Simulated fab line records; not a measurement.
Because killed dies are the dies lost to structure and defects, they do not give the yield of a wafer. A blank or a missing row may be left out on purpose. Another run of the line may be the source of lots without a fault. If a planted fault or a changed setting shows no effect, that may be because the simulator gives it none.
Matching of chambers | flow nand harc | 4 sister chambers for NHARC_A_STAIRCASE_CMP_152 on cmp-01
The step polishes. 14 wafers are shown with their chamber, then 7 later ones without.

## WAFERS, EACH WITH ITS CHAMBER
wafer  | chamber | motor current A (A) | pad life wafers
L077.3 | 2       | 13.0                | 200
L077.4 | 0       | 13.9                | 198
L079.2 | 1       | 12.1                | 306
L079.3 | 2       | 14.0                | 307
L084.1 | 2       | 13.5                | 531
L084.4 | 0       | 14.8                | 529
L083.2 | 0       | 15.6                | 548
L083.4 | 3       | 11.0                | 547
L086.1 | 1       | 11.5                | 27
L086.2 | 2       | 13.2                | 24
L086.4 | 3       | 11.1                | 25
L089.1 | 2       | 14.1                | 84
L089.4 | 0       | 14.4                | 86
L085.1 | 3       | 10.7                | 96

SIGNATURES, as means of the wafers listed above
reading         | chamber 0 | chamber 1 | chamber 2 | chamber 3 | scatter within a chamber
motor current A | 14.675    | 11.800    | 13.560    | 10.933    | 0.524
pad life wafers | 340.25    | 166.50    | 229.20    | 222.67    | 229
Rule: a wafer's distance from a chamber is the root of the sum, over the readings, of the square of ((its reading less the chamber's mean) divided by the reading's scatter). The wafer belongs to the nearest chamber; if the next one is less than 2 further off, it can't be placed. The scatter: the root of (the sum of the squares of (reading less its chamber's mean) over the shown wafers, divided by (wafers less chambers)).

## WAFERS WITHOUT THEIR CHAMBER
wafer  | motor current A (A) | pad life wafers
L085.3 | 12.3                | 98
L092.2 | 12.4                | 175
L092.3 | 11.3                | 177
L094.4 | 12.8                | 333
L095.2 | 12.6                | 343
L097.3 | 12.0                | 410
L097.4 | 14.4                | 409

## CHAMBER TAKEN BY EACH
wafer  | from the rows above          | in truth
L085.3 | can't be placed: 1 or 2 or 3 | 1
L092.2 | can't be placed: 1 or 2 or 3 | 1
L092.3 | can't be placed: 3 or 1      | 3
L094.4 | can't be placed: 2 or 1      | 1
L095.2 | can't be placed: 1 or 2 or 3 | 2
L097.3 | can't be placed: 1 or 3 or 2 | 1
L097.4 | can't be placed: 0 or 2      | 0
Placed correctly: 0 of 7. Unplaceable from these rows: 7, with the true chamber sitting among the candidates in 7. Number placed wrongly: 0.
